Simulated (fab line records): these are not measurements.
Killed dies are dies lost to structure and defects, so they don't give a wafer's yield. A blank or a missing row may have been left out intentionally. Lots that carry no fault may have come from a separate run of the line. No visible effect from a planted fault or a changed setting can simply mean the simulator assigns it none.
Matching of chambers -- flow nand_harc -- ald_hk-01 running NHARC_A_STAIRCASE_ALD_420: 4 sister chambers
The step deposits SiO2, target thk 20 nm, pulse time 6 s, ald cycles 200. 8 wafers are shown with their chamber, then 10 later ones without.

## EACH WAFER AND ITS CHAMBER
wafer,chamber,heater_power_w (W),susceptor_temp_C (C)
L083.1,1,401,299.85
L083.4,0,498,299.66
L085.1,1,399,299.89
L088.3,3,433,300.06
L088.4,2,478,300.02
L088.6,0,470,300.21
L093.1,2,493,300.36
L093.3,3,426,299.98

## WAFERS WHOSE CHAMBER IS MISSING
wafer,heater_power_w (W),susceptor_temp_C (C)
L093.5,399,299.92
L092.2,492,300.18
L092.4,435,299.69
L092.6,474,300.16
L096.1,427,300.06
L096.2,408,299.94
L096.4,492,300.17
L097.4,491,300.10
L097.5,404,300.33
L097.6,489,300.38

## EACH ONE'S CHAMBER
wafer,from the rows above,in truth
L093.5,1,1
L092.2,can't be placed: 2 or 0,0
L092.4,can't be placed: 3 or 1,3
L092.6,can't be placed: 2 or 0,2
L096.1,3,3
L096.2,can't be placed: 1 or 3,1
L096.4,can't be placed: 2 or 0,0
L097.4,can't be placed: 2 or 0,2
L097.5,can't be placed: 1 or 3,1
L097.6,can't be placed: 2 or 0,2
Placed correctly: 2 of 10. Cannot be placed on the basis of these rows: 8; the candidates contain the true chamber in 8. Placed wrongly: 0.
How it was worked out, from the rows above alone: a wafer's distance from a chamber is the root of the sum, over the readings, of the square of ((its reading less the chamber's mean) divided by the reading's scatter). The wafer belongs to the nearest chamber; if the next one is less than 2 further off, it can't be placed. The mean given for a chamber averages the wafers shown for that chamber. How the scatter is found: for the shown wafers, subtract from each reading the mean of its chamber, square and add these, divide the total by (wafers less chambers), then take the root.
